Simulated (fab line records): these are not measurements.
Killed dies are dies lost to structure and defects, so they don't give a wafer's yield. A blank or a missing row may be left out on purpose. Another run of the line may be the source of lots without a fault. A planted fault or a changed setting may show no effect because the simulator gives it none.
The tool behind it: which one? | flow n5-finfet | 24 lots, 72 wafers sampled, at 6 steps of a route of 1938

== WHAT EACH GAUGE READ, for each wafer ==
N5_BEOL_M6_OVL_MEAS_29. Usual: for V5_OVL the level is 0.0 nm and the standard deviation is 0.66.
lot  | measured     | on         | V5_OVL (nm)    | flag
L074 | day 8 13:22  | overlay-02 | -0.9 -1.4 -0.7 |
L075 | day 8 13:19  | overlay-02 | 0.6 0.8 1.2    |
L076 | day 9 02:35  | overlay-02 | 0.8 1.0 1.6    |
L077 | day 9 05:41  | overlay-02 | 0.1 0.7 -1.0   |
L078 | day 9 15:23  | overlay-02 | 0.3 0.0 0.0    |
L080 | day 9 20:23  | overlay-01 | 0.1 0.6 -0.3   |
L079 | day 10 01:04 | overlay-01 | 0.9 0.1 0.1    |
L081 | day 10 06:10 | overlay-02 | 0.7 -1.1 -0.4  |
L082 | day 10 06:36 | overlay-02 | -0.3 0.0 -0.7  |
L083 | day 10 23:20 | overlay-01 | 0.0 0.0 -0.3   |
L084 | day 11 08:47 | overlay-01 | -0.6 -0.5 0.4  |
L086 | day 11 08:37 | overlay-01 | 0.6 0.8 1.2    |
L085 | day 11 12:32 | overlay-02 | 0.3 0.4 0.0    |
L087 | day 11 22:35 | overlay-01 | -0.1 -1.0 1.4  |
L088 | day 12 11:37 | overlay-02 | 0.9 -1.8 -0.7  |
L089 | day 12 11:39 | overlay-01 | 0.1 -0.7 0.4   |
L090 | day 12 11:44 | overlay-01 | 0.6 -0.4 1.7   |
L091 | day 13 01:46 | overlay-01 | -0.2 0.4 0.0   |
L092 | day 13 05:46 | overlay-01 | 0.1 0.1 -0.3   |
L093 | day 13 10:57 | overlay-01 | -0.2 -0.1 -0.3 |
L094 | day 13 15:10 | overlay-01 | 0.8 -0.1 0.6   |
L095 | day 13 17:55 | overlay-01 | -0.1 -0.6 -0.2 |
L096 | day 14 04:18 | overlay-01 | 0.1 0.0 1.2    |
L097 | day 14 08:24 | overlay-01 | -1.1 -0.7 -0.8 |

== EACH LOT AND THE TOOL THAT RAN IT (in order: tool; ch and the chambers of the sampled wafers; start) ==
lot  | N5_BEOL_M5_DEGAS_44          | N5_BEOL_M5_PRE_CLEAN_45      | N5_BEOL_M5_SPUTTER_81        | N5_BEOL_M5_PRE_CLEAN_77          | N5_BEOL_M6_HM_OPEN_17
L074 | pvd-sputter-03, day 8 02:30  | pvd-sputter-03, day 8 02:32  | pvd-sputter-03, day 8 04:10  | cvd-co-01 ch 0,1, day 8 08:16    | rie-metal-01 ch 0,1, day 8 11:31
L075 | pvd-sputter-02, day 8 02:57  | pvd-sputter-02, day 8 02:59  | pvd-sputter-02, day 8 05:04  | cvd-co-01 ch 0,1,2, day 8 09:31  | rie-metal-03 ch 0,1, day 8 11:50
L076 | pvd-sputter-02, day 8 17:04  | pvd-sputter-02, day 8 17:07  | pvd-sputter-03, day 8 18:45  | cvd-co-01 ch 0,2, day 8 22:51    | rie-metal-01 ch 0,1, day 9 01:08
L077 | pvd-sputter-01, day 8 20:09  | pvd-sputter-01, day 8 20:11  | pvd-sputter-01, day 8 22:00  | cvd-co-02 ch 0,2, day 9 02:05    | rie-metal-02 ch 0,1, day 9 05:08
L078 | pvd-sputter-03, day 9 06:02  | pvd-sputter-03, day 9 06:04  | pvd-sputter-03, day 9 07:44  | cvd-co-02 ch 0,1, day 9 11:50    | rie-metal-03 ch 0, day 9 14:02
L080 | pvd-sputter-01, day 9 10:08  | pvd-sputter-01, day 9 10:11  | pvd-sputter-01, day 9 12:14  | cvd-co-01 ch 0,1, day 9 16:19    | rie-metal-02 ch 0,1, day 9 19:10
L079 | pvd-sputter-03, day 9 13:22  | pvd-sputter-03, day 9 13:24  | pvd-sputter-02, day 9 15:05  | cvd-co-01 ch 2, day 9 20:02      | rie-metal-02 ch 1, day 9 22:05
L081 | pvd-sputter-02, day 9 20:40  | pvd-sputter-02, day 9 20:43  | pvd-sputter-03, day 9 22:28  | cvd-co-02 ch 0,1,2, day 10 02:37 | rie-metal-02 ch 0,1, day 10 05:04
L082 | pvd-sputter-02, day 9 21:19  | pvd-sputter-02, day 9 21:21  | pvd-sputter-02, day 9 23:14  | cvd-co-01 ch 0,1,2, day 10 03:34 | rie-metal-02 ch 0,1, day 10 05:40
L083 | pvd-sputter-01, day 10 11:28 | pvd-sputter-01, day 10 11:30 | pvd-sputter-03, day 10 13:47 | cvd-co-02 ch 1,2, day 10 17:58   | rie-metal-01 ch 0,1, day 10 21:06
L084 | pvd-sputter-02, day 10 21:13 | pvd-sputter-02, day 10 21:16 | pvd-sputter-02, day 10 23:04 | cvd-co-02 ch 1,2, day 11 03:10   | rie-metal-03 ch 0,1, day 11 06:23
L086 | pvd-sputter-01, day 10 23:31 | pvd-sputter-01, day 10 23:33 | pvd-sputter-01, day 11 01:14 | cvd-co-02 ch 0,1,2, day 11 05:25 | rie-metal-03 ch 0,1, day 11 07:20
L085 | pvd-sputter-02, day 11 02:32 | pvd-sputter-02, day 11 02:35 | pvd-sputter-03, day 11 04:28 | cvd-co-02 ch 0,1,2, day 11 08:34 | rie-metal-02 ch 1, day 11 11:17
L087 | pvd-sputter-02, day 11 12:59 | pvd-sputter-02, day 11 13:01 | pvd-sputter-01, day 11 14:39 | cvd-co-01 ch 0,2, day 11 18:48   | rie-metal-01 ch 0,1, day 11 21:25
L088 | pvd-sputter-01, day 12 00:05 | pvd-sputter-01, day 12 00:08 | pvd-sputter-02, day 12 01:57 | cvd-co-02 ch 0,2, day 12 06:02   | rie-metal-02 ch 1, day 12 09:13
L089 | pvd-sputter-01, day 12 00:17 | pvd-sputter-01, day 12 00:20 | pvd-sputter-01, day 12 02:05 | cvd-co-01 ch 0,1,2, day 12 06:16 | rie-metal-03 ch 0,1, day 12 09:20
L090 | pvd-sputter-01, day 12 00:22 | pvd-sputter-01, day 12 00:25 | pvd-sputter-03, day 12 04:10 | cvd-co-02 ch 0,1,2, day 12 09:00 | rie-metal-01 ch 0,1, day 12 10:50
L091 | pvd-sputter-01, day 12 15:26 | pvd-sputter-01, day 12 15:29 | pvd-sputter-02, day 12 17:11 | cvd-co-02 ch 0,1,2, day 12 21:17 | rie-metal-01 ch 0,1, day 13 01:13
L092 | pvd-sputter-03, day 12 19:14 | pvd-sputter-03, day 12 19:16 | pvd-sputter-02, day 12 21:52 | cvd-co-02 ch 0,1,2, day 13 01:59 | rie-metal-01 ch 0,1, day 13 04:59
L093 | pvd-sputter-03, day 13 00:39 | pvd-sputter-03, day 13 00:41 | pvd-sputter-03, day 13 02:29 | cvd-co-01 ch 0,2, day 13 06:34   | rie-metal-02 ch 0,1, day 13 09:31
L094 | pvd-sputter-01, day 13 04:34 | pvd-sputter-01, day 13 04:37 | pvd-sputter-01, day 13 06:16 | cvd-co-02 ch 0,1,2, day 13 10:21 | rie-metal-01 ch 0,1, day 13 12:52
L095 | pvd-sputter-03, day 13 06:53 | pvd-sputter-03, day 13 06:55 | pvd-sputter-02, day 13 08:34 | cvd-co-02 ch 0,2, day 13 12:41   | rie-metal-02 ch 0,1, day 13 17:21
L096 | pvd-sputter-01, day 13 18:41 | pvd-sputter-01, day 13 18:43 | pvd-sputter-02, day 13 20:23 | cvd-co-02 ch 1,2, day 14 00:37   | rie-metal-03 ch 0,1, day 14 03:43
L097 | pvd-sputter-03, day 13 19:52 | pvd-sputter-03, day 13 19:54 | pvd-sputter-03, day 13 23:25 | cvd-co-01 ch 0,1,2, day 14 03:32 | rie-metal-02 ch 0,1, day 14 06:05
- N5_BEOL_M5_DEGAS_44: time 60 s.
- N5_BEOL_M5_PRE_CLEAN_45: time 30 s.
- N5_BEOL_M5_SPUTTER_81: material Cu, target thk 15 nm, time 27.62 s.
- N5_BEOL_M5_PRE_CLEAN_77: time 15 s.
- N5_BEOL_M6_HM_OPEN_17: chemistry Cl2/BCl3, target TiN, target depth 20 nm, overetch 6 nm.

== AS READ BY THE TOOLS THEMSELVES (means over the sampled wafers that have a number; for cases with no such wafer, the mark the record gives instead) ==
N5_BEOL_M5_DEGAS_44. Usual: heater-power-w reads 318 W (standard deviation 22).
lot  | tool           | heater-power-w (W) | flag
L074 | pvd-sputter-03 | 347                |
L075 | pvd-sputter-02 | 299                |
L076 | pvd-sputter-02 | 306                |
L077 | pvd-sputter-01 | 324                |
L078 | pvd-sputter-03 | 312                |
L080 | pvd-sputter-01 | 320                |
L079 | pvd-sputter-03 | 341                |
L081 | pvd-sputter-02 | 297                |
L082 | pvd-sputter-02 | 296                |
L083 | pvd-sputter-01 | 323                |
L084 | pvd-sputter-02 | 309                |
L086 | pvd-sputter-01 | 315                |
L085 | pvd-sputter-02 | 296                |
L087 | pvd-sputter-02 | 287                |
L088 | pvd-sputter-01 | 322                |
L089 | pvd-sputter-01 | 316                |
L090 | pvd-sputter-01 | 317                |
L091 | pvd-sputter-01 | 318                |
L092 | pvd-sputter-03 | 329                |
L093 | pvd-sputter-03 | 331                |
L094 | pvd-sputter-01 | 319                |
L095 | pvd-sputter-03 | 342                |
L096 | pvd-sputter-01 | 318                |
L097 | pvd-sputter-03 | 350                |

N5_BEOL_M5_PRE_CLEAN_45. Usual: heater-power-w reads 318 W (standard deviation 23).
lot  | tool           | heater-power-w (W) | flag
L074 | pvd-sputter-03 | 348                |
L075 | pvd-sputter-02 | 294                |
L076 | pvd-sputter-02 | 305                |
L077 | pvd-sputter-01 | 326                |
L078 | pvd-sputter-03 | 318                |
L080 | pvd-sputter-01 | 315                |
L079 | pvd-sputter-03 | 343                |
L081 | pvd-sputter-02 | 299                |
L082 | pvd-sputter-02 | 295                |
L083 | pvd-sputter-01 | 326                |
L084 | pvd-sputter-02 | 314                |
L086 | pvd-sputter-01 | 317                |
L085 | pvd-sputter-02 | 298                |
L087 | pvd-sputter-02 | 288                |
L088 | pvd-sputter-01 | 329                |
L089 | pvd-sputter-01 | 318                |
L090 | pvd-sputter-01 | 322                |
L091 | pvd-sputter-01 | 310                |
L092 | pvd-sputter-03 | 334                |
L093 | pvd-sputter-03 | 334                |
L094 | pvd-sputter-01 | 318                |
L095 | pvd-sputter-03 | 345                |
L096 | pvd-sputter-01 | 319                |
L097 | pvd-sputter-03 | 345                |

N5_BEOL_M5_SPUTTER_81. Usual: chamber-pressure-pa 0.06998 Pa, standard deviation 0.00014; throttle-valve-pct 29.9 %, standard deviation 1.2.
lot  | tool           | chamber-pressure-pa (Pa) | throttle-valve-pct (%) | flag
L074 | pvd-sputter-03 | 0.07000                  | 30.1                   |
L075 | pvd-sputter-02 | 0.06971                  | 28.9                   |
L076 | pvd-sputter-03 | 0.06984                  | 31.3                   |
L077 | pvd-sputter-01 | 0.06996                  | 29.6                   |
L078 | pvd-sputter-03 | 0.06990                  | 30.2                   |
L080 | pvd-sputter-01 | 0.06986                  | 30.0                   |
L079 | pvd-sputter-02 | 0.07004                  | 29.1                   |
L081 | pvd-sputter-03 | 0.06994                  | 30.3                   |
L082 | pvd-sputter-02 | 0.06993                  | 28.6                   |
L083 | pvd-sputter-03 | 0.06995                  | 30.6                   |
L084 | pvd-sputter-02 | 0.07010                  | 29.0                   |
L086 | pvd-sputter-01 | 0.07007                  | 29.3                   |
L085 | pvd-sputter-03 | 0.06993                  | 31.4                   |
L087 | pvd-sputter-01 | 0.07006                  | 29.9                   |
L088 | pvd-sputter-02 | 0.06988                  | 29.6                   |
L089 | pvd-sputter-01 | 0.07019                  | 29.8                   |
L090 | pvd-sputter-03 | 0.06998                  | 31.5                   |
L091 | pvd-sputter-02 | 0.06998                  | 28.5                   |
L092 | pvd-sputter-02 | 0.06999                  | 28.4                   |
L093 | pvd-sputter-03 | 0.06992                  | 30.0                   |
L094 | pvd-sputter-01 | 0.06988                  | 30.0                   |
L095 | pvd-sputter-02 | 0.06995                  | 28.5                   |
L096 | pvd-sputter-02 | 0.07001                  | 30.2                   |
L097 | pvd-sputter-03 | 0.07006                  | 30.6                   |

N5_BEOL_M5_PRE_CLEAN_77. Usual: heater-power-w 87 W, standard deviation 17; rf-fwd-power-W 297.1 W, standard deviation 1.4.
lot  | tool      | heater-power-w (W) | rf-fwd-power-W (W) | flag
L074 | cvd-co-01 | 80                 | 297.2              |
L075 | cvd-co-01 | 86                 | 297.2              |
L076 | cvd-co-01 | 81                 | 297.1              |
L077 | cvd-co-02 | 74                 | 296.5              |
L078 | cvd-co-02 | 99                 | 297.5              |
L080 | cvd-co-01 | 95                 | 296.4              |
L079 | cvd-co-01 | 88                 | 297.4              |
L081 | cvd-co-02 | 86                 | 297.4              |
L082 | cvd-co-01 | 87                 | 297.9              |
L083 | cvd-co-02 | 82                 | 296.8              |
L084 | cvd-co-02 | 71                 | 296.2              |
L086 | cvd-co-02 | 85                 | 297.4              |
L085 | cvd-co-02 | 85                 | 297.7              |
L087 | cvd-co-01 | 74                 | 298.5              |
L088 | cvd-co-02 | 76                 | 296.1              |
L089 | cvd-co-01 | 88                 | 298.0              |
L090 | cvd-co-02 | 85                 | 296.5              |
L091 | cvd-co-02 | 85                 | 296.6              |
L092 | cvd-co-02 | 87                 | 297.7              |
L093 | cvd-co-01 | 76                 | 297.1              |
L094 | cvd-co-02 | 86                 | 296.4              |
L095 | cvd-co-02 | 76                 | 295.4              |
L096 | cvd-co-02 | 83                 | 296.4              |
L097 | cvd-co-01 | 89                 | 297.7              |

N5_BEOL_M6_HM_OPEN_17. Usual: drypump-motor-current-A 5.9 A, standard deviation 0.44; oes-product-au 0.68 a.u., standard deviation 0.034; rf-fwd-power-W 993 W, standard deviation 3.6; throttle-valve-pct 22.12 %, standard deviation 0.17.
lot  | tool         | drypump-motor-current-A (A) | oes-product-au (a.u.) | rf-fwd-power-W (W) | throttle-valve-pct (%) | flag
L074 | rie-metal-01 | 5.8                         | 0.69                  | 995                | 22.09                  |
L075 | rie-metal-03 | 6.2                         | 0.75                  | 991                | 22.37                  |
L076 | rie-metal-01 | 5.8                         | 0.68                  | 997                | 22.09                  |
L077 | rie-metal-02 | 5.9                         | 0.68                  | 992                | 21.98                  |
L078 | rie-metal-03 | 6.5                         | 0.71                  | 994                | 22.04                  |
L080 | rie-metal-02 | 6.0                         | 0.67                  | 989                | 21.98                  |
L079 | rie-metal-02 | 5.2                         | 0.71                  | 990                | 22.13                  |
L081 | rie-metal-02 | 6.0                         | 0.67                  | 995                | 21.99                  |
L082 | rie-metal-02 | 6.0                         | 0.67                  | 992                | 21.99                  |
L083 | rie-metal-01 | 5.8                         | 0.67                  | 993                | 22.12                  |
L084 | rie-metal-03 | 6.3                         | 0.73                  | 991                | 22.37                  |
L086 | rie-metal-03 | 6.4                         | 0.70                  | 987                | 22.24                  |
L085 | rie-metal-02 | 5.2                         | 0.70                  | 988                | 22.13                  |
L087 | rie-metal-01 | 5.8                         | 0.65                  | 995                | 22.12                  |
L088 | rie-metal-02 | 5.2                         | 0.69                  | 992                | 22.14                  |
L089 | rie-metal-03 | 6.4                         | 0.71                  | 992                | 22.22                  |
L090 | rie-metal-01 | 5.8                         | 0.66                  | 994                | 22.10                  |
L091 | rie-metal-01 | 5.8                         | 0.65                  | 995                | 22.11                  |
L092 | rie-metal-01 | 5.8                         | 0.66                  | 993                | 22.12                  |
L093 | rie-metal-02 | 5.6                         | 0.67                  | 989                | 22.08                  |
L094 | rie-metal-01 | 5.8                         | 0.65                  | 996                | 22.13                  |
L095 | rie-metal-02 | 5.6                         | 0.67                  | 986                | 22.07                  |
L096 | rie-metal-03 | 6.2                         | 0.70                  | 993                | 22.38                  |
L097 | rie-metal-02 | 5.6                         | 0.66                  | 992                | 22.06                  |

== THE ANSWER, worked out from the rows above alone ==
Rule: a lot counts as off when the mean over its wafers that have a number is more than 3 standard deviations away from the usual mean. Also off: a lot with no number at a reading for which 4 or more lots have one. All remaining lots with rows at the step are treated as sound. First the gauges in route order, then the tools' own readings, where a lot's mean is used as printed above. The first step at which some lot is off is used, and at that step the reading that is off furthest; a lot without a number counts as furthest.
Nothing can be told from this: no lot is off at any reading shown.

== WHAT WAS PUT IN BY THE SIMULATOR ==
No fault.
